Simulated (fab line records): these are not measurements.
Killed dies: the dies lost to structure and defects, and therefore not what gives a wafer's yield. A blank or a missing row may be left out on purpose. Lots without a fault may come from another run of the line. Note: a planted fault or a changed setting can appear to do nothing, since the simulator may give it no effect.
Split-lot trial | flow n5 finfet | 7 lots, 39 wafers read, on a route of 1938 steps

== ABOUT THE SPLIT ==
At N5_SD_EPI_N_EPI_21 (deposits Si:P, time 690 s), the setting pressure torr was moved away from the recipe's 255 Torr on 36 of the 39 wafers read, by -19.2% to +8.6%. The other wafers ran this setting at the recipe's value.

== FROM THE SPLIT TO THE READING: what the file shows between them, 5 steps ==
- N5_SD_EPI_N_PRECLEAN_24: cleans in O3/DIW, time 60 s
- N5_SD_EPI_N_SRD_25: time 30 s
- N5_SD_EPI_N_PRECLEAN_49: cleans in NF3:NH3, afs cycles 1, time 20 s, sublimation time 60 s
- N5_SD_ACTIVATION_RTA_00: time 0 s
- N5_SD_ACTIVATION_LSA_01: time 0.0008 s

== THE READING ==
At N5_SD_ACTIVATION_RS_MEAS_03, a four-point-probe measurement gives RS_SD_N in ohm/sq. Typical for fault-free wafers on this fab line: 21.93 ohm/sq, with standard deviation 0.3 ohm/sq.

wafer  | tool, chamber at the split | pressure torr as run, Torr | against the recipe | RS_SD_N, ohm/sq | against lot-mates on the recipe
L074.1 | epi rpcvd-01, 0            | 206                        | -19.2%             | 24.03           | no lot-mate on the recipe
L074.2 | epi rpcvd-01, 0            | 206                        | -19.2%             | 23.86           | no lot-mate on the recipe
L074.3 | epi rpcvd-01, 0            | 206                        | -19.2%             | 24.09           | no lot-mate on the recipe
L074.4 | epi rpcvd-01, 0            | 206                        | -19.2%             | 23.86           | no lot-mate on the recipe
L074.5 | epi rpcvd-01, 0            | 206                        | -19.2%             | 24.13           | no lot-mate on the recipe
L074.6 | epi rpcvd-01, 0            | 206                        | -19.2%             | 23.79           | no lot-mate on the recipe
L076.1 | epi rpcvd-03, 0            | 209.6                      | -17.8%             | 24.00           | no lot-mate on the recipe
L076.2 | epi rpcvd-03, 0            | 209.6                      | -17.8%             | 24.12           | no lot-mate on the recipe
L076.3 | epi rpcvd-03, 0            | 209.6                      | -17.8%             | 24.38           | no lot-mate on the recipe
L076.4 | epi rpcvd-03, 0            | 209.6                      | -17.8%             | 24.51           | no lot-mate on the recipe
L076.5 | epi rpcvd-03, 0            | 209.6                      | -17.8%             | 24.49           | no lot-mate on the recipe
L076.6 | epi rpcvd-03, 0            | 209.6                      | -17.8%             | 24.38           | no lot-mate on the recipe
L080.2 | epi rpcvd-02, 0            | 255                        | recipe             | 22.08           | -
L080.5 | epi rpcvd-02, 0            | 255                        | recipe             | 21.97           | -
L080.6 | epi rpcvd-02, 0            | 255                        | recipe             | 22.30           | -
L082.1 | epi rpcvd-03, 0            | 216.9                      | -14.9%             | 24.23           | no lot-mate on the recipe
L082.2 | epi rpcvd-03, 0            | 216.9                      | -14.9%             | 24.39           | no lot-mate on the recipe
L082.3 | epi rpcvd-03, 0            | 216.9                      | -14.9%             | 24.18           | no lot-mate on the recipe
L082.4 | epi rpcvd-03, 0            | 216.9                      | -14.9%             | 23.96           | no lot-mate on the recipe
L082.5 | epi rpcvd-03, 0            | 216.9                      | -14.9%             | 23.88           | no lot-mate on the recipe
L082.6 | epi rpcvd-03, 0            | 216.9                      | -14.9%             | 24.07           | no lot-mate on the recipe
L084.1 | epi rpcvd-03, 0            | 276.9                      | +8.6%              | 21.35           | no lot-mate on the recipe
L084.2 | epi rpcvd-03, 0            | 276.9                      | +8.6%              | 21.13           | no lot-mate on the recipe
L084.3 | epi rpcvd-03, 0            | 276.9                      | +8.6%              | 21.30           | no lot-mate on the recipe
L084.4 | epi rpcvd-03, 0            | 276.9                      | +8.6%              | 21.37           | no lot-mate on the recipe
L084.5 | epi rpcvd-03, 0            | 276.9                      | +8.6%              | 21.52           | no lot-mate on the recipe
L084.6 | epi rpcvd-03, 0            | 276.9                      | +8.6%              | 21.36           | no lot-mate on the recipe
L094.1 | epi rpcvd-03, 0            | 213.6                      | -16.2%             | 23.85           | no lot-mate on the recipe
L094.2 | epi rpcvd-03, 0            | 213.6                      | -16.2%             | 23.57           | no lot-mate on the recipe
L094.3 | epi rpcvd-03, 0            | 213.6                      | -16.2%             | 24.11           | no lot-mate on the recipe
L094.4 | epi rpcvd-03, 0            | 213.6                      | -16.2%             | 23.70           | no lot-mate on the recipe
L094.5 | epi rpcvd-03, 0            | 213.6                      | -16.2%             | 24.00           | no lot-mate on the recipe
L094.6 | epi rpcvd-03, 0            | 213.6                      | -16.2%             | 23.67           | no lot-mate on the recipe
L097.1 | epi rpcvd-02, 0            | 218.8                      | -14.2%             | 23.36           | no lot-mate on the recipe
L097.2 | epi rpcvd-02, 0            | 218.8                      | -14.2%             | 23.34           | no lot-mate on the recipe
L097.3 | epi rpcvd-02, 0            | 218.8                      | -14.2%             | 23.63           | no lot-mate on the recipe
L097.4 | epi rpcvd-02, 0            | 218.8                      | -14.2%             | 23.16           | no lot-mate on the recipe
L097.5 | epi rpcvd-02, 0            | 218.8                      | -14.2%             | 23.56           | no lot-mate on the recipe
L097.6 | epi rpcvd-02, 0            | 218.8                      | -14.2%             | 23.52           | no lot-mate on the recipe

THE FIT
A straight line over all 39 wafers: RS_SD_N changes by -0.104 ohm/sq for each +1% of pressure torr; r = -0.96; the points scatter about the line by 0.28 ohm/sq.
Too few moved wafers have a lot-mate on the recipe to fit a line with each lot's own level taken away.

== THE WHOLE CHAIN: every reading that the file lists as answering this split, in the file's order ==
step                        | what it does                 | reading                                                                         | change (the file's fit)               | r (the file's)
N5_SD_EPI_N_EPI_21          | deposits Si:P, time 690 s    | Si-P_of_SD_EPI_N_EPI_21.thk nm (the simulator's own value, which no gauge read) | +0.226 nm for each +1% of the setting | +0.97
N5_SD_EPI_N_PRECLEAN_24     | cleans in O3/DIW, time 60 s  | Si-P_of_SD_EPI_N_EPI_21.thk nm (the simulator's own value, which no gauge read) | +0.224 nm for each +1% of the setting | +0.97
N5_SD_ACTIVATION_RS_MEAS_03 | measures by four-point-probe | RS_SD_N                                                                         | -0.104 for each +1% of the setting    | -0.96

== FILE'S OWN FIT ==
RS_SD_N changes by -0.104 ohm/sq for each +1% of pressure torr, r = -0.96.
